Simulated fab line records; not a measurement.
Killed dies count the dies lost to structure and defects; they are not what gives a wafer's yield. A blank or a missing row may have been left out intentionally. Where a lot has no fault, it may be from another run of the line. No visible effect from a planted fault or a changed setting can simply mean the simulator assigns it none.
A struck lot beside a sound one / flow n5_finfet / 24 steps out of a route of 1938
Sound: the wafers L244.1, L244.3, L244.5. Wafers L249.1, L249.2, L249.4 were the ones struck. The cause is given at the end.
Order at every step that has rows: each side's tool, ch and its chambers, its first start. Under that, the readings that differ: sound wafers / struck wafers / difference of the means / sigmas: that difference in standard deviations of wafers without a fault.
alike: same words and numbers on both sides, and readings whose means sit less than 2 such deviations apart. not compared: any withheld reading, any reading some wafer has no value for, any bound like >300 that may hide the same value, and any number with overlapping values for which the record gives no deviation.
The two part at a step that has a row with sigmas, a row that says differs or no value, or rows on one side only. Non-overlapping numbers with no deviation appear without sigmas and do not part them. A reading missing from all wafers of one side parts the sides only when that side holds two or more wafers.

N5_BEOL_M0_SAQP_ETCH_88: etches underlayer in N2/H2, target depth 6.5 nm, time 5.2 s.
  sound on rie_diel-03 ch 1,2, day 5 18:42; struck on rie_diel-03 ch 0,2,3, day 7 05:58
reading=drypump_motor_current_A (A); sound=4.7 6.2 4.7; struck=6.2 6.2 6.1; difference=+1.0; sigmas=+2
  alike: etch_rf_on_time_s, oes_product_au, rf_vpp_V, showerhead_plenum_p_Torr, throttle_valve_pct
  not compared: rf_hours_counter_h
then, 1 step without rows for these wafers: N5_BEOL_M0_SAQP_ETCH_73 (etches SiARC in CF4, target depth 19.5 nm, time 32.5 s).
N5_BEOL_M0_SAQP_CUT_ETCH_46: etches SOC in N2/H2, target depth 135 nm, overetch 27 nm, time 202.5 s.
  sound on rie_diel-03 ch 1,2, day 5 18:45; struck on rie_diel-03 ch 0,2,3, day 7 06:00
reading=drypump_motor_current_A (A); sound=4.7 6.2 4.7; struck=6.2 6.2 6.1; difference=+1.0; sigmas=+2
  alike: rf_vpp_V, showerhead_plenum_p_Torr, throttle_valve_pct
  not compared: rf_hours_counter_h
then, 2 steps without rows for these wafers: N5_BEOL_M0_SAQP_STRIP_74 (strips in N2/H2); N5_BEOL_M0_SAQP_STRIP_89 (strips in N2/H2).
N5_BEOL_M0_SAQP_ALD_48: deposits SiO2, target thk 20 nm, pulse time 1 s, co reactant pulse time 1 s.
  sound on ald_sin-03 ch 1,2, day 5 19:17; struck on ald_sin-04 ch 0,2,3, day 7 06:26
  alike: heater_power_w, precursor_pulse_height_rel
N5_BEOL_M0_SAQP_ETCH_49: etches SiO2 in CF4/O2, target depth 37 nm.
  sound on rie_diel-03 ch 2,3, day 5 19:49; struck on rie_diel-02 ch 1,3, day 7 06:58
  alike: drypump_motor_current_A, oes_product_au, rf_vpp_V, showerhead_plenum_p_Torr, throttle_valve_pct
  not compared: rf_hours_counter_h
N5_BEOL_M0_SAQP_STRIP_75: strips in CF4.
  sound on rie_diel-03 ch 2,3, day 5 19:55; struck on rie_diel-02 ch 1,3, day 7 07:04
  alike: drypump_motor_current_A, oes_product_au, rf_vpp_V, showerhead_plenum_p_Torr, throttle_valve_pct
  not compared: rf_hours_counter_h
then, 4 steps without rows for these wafers: N5_BEOL_M0_CUTY_COAT_50 (time 60 s, resist thk 15 nm); N5_BEOL_M0_CUTY_COAT_51 (resist thk 150 nm); N5_BEOL_M0_CUTY_EBR_52; N5_BEOL_M0_CUTY_SOFTBAKE_53 (time 60 s).
N5_BEOL_M0_CUTY_EXPOSE_54: exposes mask M0 ABLK.
  sound on arfi_scanner-01 ch 0, day 5 20:11; struck on arfi_scanner-02 ch 0, day 7 07:12
reading=exposure_dose_mJ_cm2; sound=35.97 35.98 35.98; struck=33.65 33.58 33.66; difference=-2.35; sigmas=-63
  alike: mask
then, 2 steps without rows for these wafers: N5_BEOL_M0_CUTY_PEB_55 (peb time 60 s); N5_BEOL_M0_CUTY_DEVELOP_56 (develop time 30 s).
N5_BEOL_M0_CUTY_CD_MEAS_57 targets a cd of 200 nm.
  sound on cd_sem-02 ch 0, day 5 20:19; struck on cd_sem-01 ch 0, day 7 07:20
reading=cd_nm (nm); sound=199.7 200.0 200.1; struck=203.5 203.6 204.7; difference=+4.0; sigmas=+5
N5_BEOL_M0_CUTY_OVL_MEAS_58:
  sound on overlay-02 ch 0, day 5 20:20; struck on overlay-01 ch 0, day 7 07:22
reading=M0_ABLK_OVL (nm); sound=-0.2 -0.1 -0.5; struck=1.1 1.3 2.1; difference=+1.8; sigmas=+3
N5_BEOL_M0_CUTY_INSPECT_59: inspects for defects (macro).
  sound: defect_inspect-02 at day 5 20:22; struck: defect_inspect-02 at day 7 07:23
  alike: raw_defect_count
then, 2 steps without rows for these wafers: N5_BEOL_M0_CUTY_DESCUM_61 (chemistry O2, time 7.9 s); N5_BEOL_M0_CUTY_ETCH_62 (etches SiARC in CF4, time 58.5 s).
N5_BEOL_M0_CUTY_ETCH_63: etches SOC in N2/H2, target depth 82.7 nm, overetch 16.5 nm, time 124 s.
  sound on rie_diel-06 ch 1,3, day 5 20:41; struck on rie_diel-06 ch 1,3, day 7 07:30
reading=model.BEOL_M0_CUTY.cd_offset_nm (nm); sound=0.2 0.4 0.2; struck=3.6 3.6 4.6; difference=+3.7; sigmas=
  alike: drypump_motor_current_A, oes_product_au, rf_vpp_V, showerhead_plenum_p_Torr, throttle_valve_pct
  not compared: rf_hours_counter_h
then, 1 step without rows for these wafers: N5_BEOL_M0_CUTY_STRIP_64 (strips in N2/H2).
-- a jump in the record: the struck wafers' starts before and after are 2 days apart (it breaks off in module BEOL_M0_CUTY and resumes in module BEOL_M4, where the first step shown is number 1111 of the route) --
N5_BEOL_M4_RC_MEAS_101:
  sound on prober-01 ch 0, day 7 23:49; struck on prober-02 ch 0, day 9 08:16
  alike: DIBL_N, DIBL_P, IOFF_N, IOFF_P, ION_N, ION_P, SS_N, SS_P, VT_N, VT_P
N5_PASSIVATION_PROBE_49:
  the record holds rows for the sound wafers here (prober-01, day 12 17:42) but none for the struck ones

== WHERE THEY PART ==
At N5_BEOL_M0_SAQP_ETCH_88 first; at N5_PASSIVATION_PROBE_49 last (within this record only).

WHY: whatever the simulator had introduced
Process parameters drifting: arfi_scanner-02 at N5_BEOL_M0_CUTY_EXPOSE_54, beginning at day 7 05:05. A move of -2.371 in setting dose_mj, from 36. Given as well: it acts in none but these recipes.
